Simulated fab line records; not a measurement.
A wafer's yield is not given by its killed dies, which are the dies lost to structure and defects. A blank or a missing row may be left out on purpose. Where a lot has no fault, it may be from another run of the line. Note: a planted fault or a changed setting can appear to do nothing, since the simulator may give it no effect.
Matching of chambers ; flow n5-finfet ; ald-metal-03 running N5_BEOL_M5_ALD_86: 4 sister chambers
The step deposits TaN, pulse time 2 s, purge time 3 s, co reactant purge time 2 s. 8 wafers are shown with their chamber, then 12 later ones without.

== WAFERS WITH THEIR CHAMBER ==
wafer;chamber;heater-power-w (W);mfc-carrier-sccm (sccm)
L079.4;1;413;1498
L079.6;2;458;1499
L084.1;0;446;1496
L084.4;3;400;1503
L084.5;1;409;1489
L090.1;3;402;1500
L090.4;0;438;1495
L090.5;2;472;1498

== WAFERS MISSING THEIR CHAMBER ==
wafer;heater-power-w (W);mfc-carrier-sccm (sccm)
L088.1;440;1505
L088.2;395;1490
L088.3;470;1502
L091.1;442;1501
L091.4;477;1497
L091.5;403;1495
L096.1;474;1502
L096.3;409;1496
L096.5;461;1496
L097.2;409;1507
L097.4;404;1499
L097.6;405;1506

== THE CHAMBER EACH PASSED THROUGH ==
wafer;from the rows above;in truth
L088.1;can't be placed: 0 or 2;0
L088.2;can't be placed: 1 or 3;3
L088.3;2;2
L091.1;0;0
L091.4;2;2
L091.5;can't be placed: 1 or 3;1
L096.1;2;2
L096.3;can't be placed: 1 or 3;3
L096.5;2;2
L097.2;can't be placed: 3 or 1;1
L097.4;can't be placed: 3 or 1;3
L097.6;3;3
Placed correctly: 6 of 12. From these rows, 6 cannot be placed; in 6 the true chamber is one of the candidates. 0 placed wrongly.
How it was worked out, from the rows above alone: a wafer's distance from a chamber is the root of the sum, over the readings, of the square of ((its reading less the chamber's mean) divided by the reading's scatter). The wafer belongs to the nearest chamber; if the next one is less than 2 further off, it can't be placed. The mean given for a chamber averages the wafers shown for that chamber. The scatter: take each reading less its chamber's mean, square it, sum over the shown wafers, divide by the number of wafers less the number of chambers, and take the root.
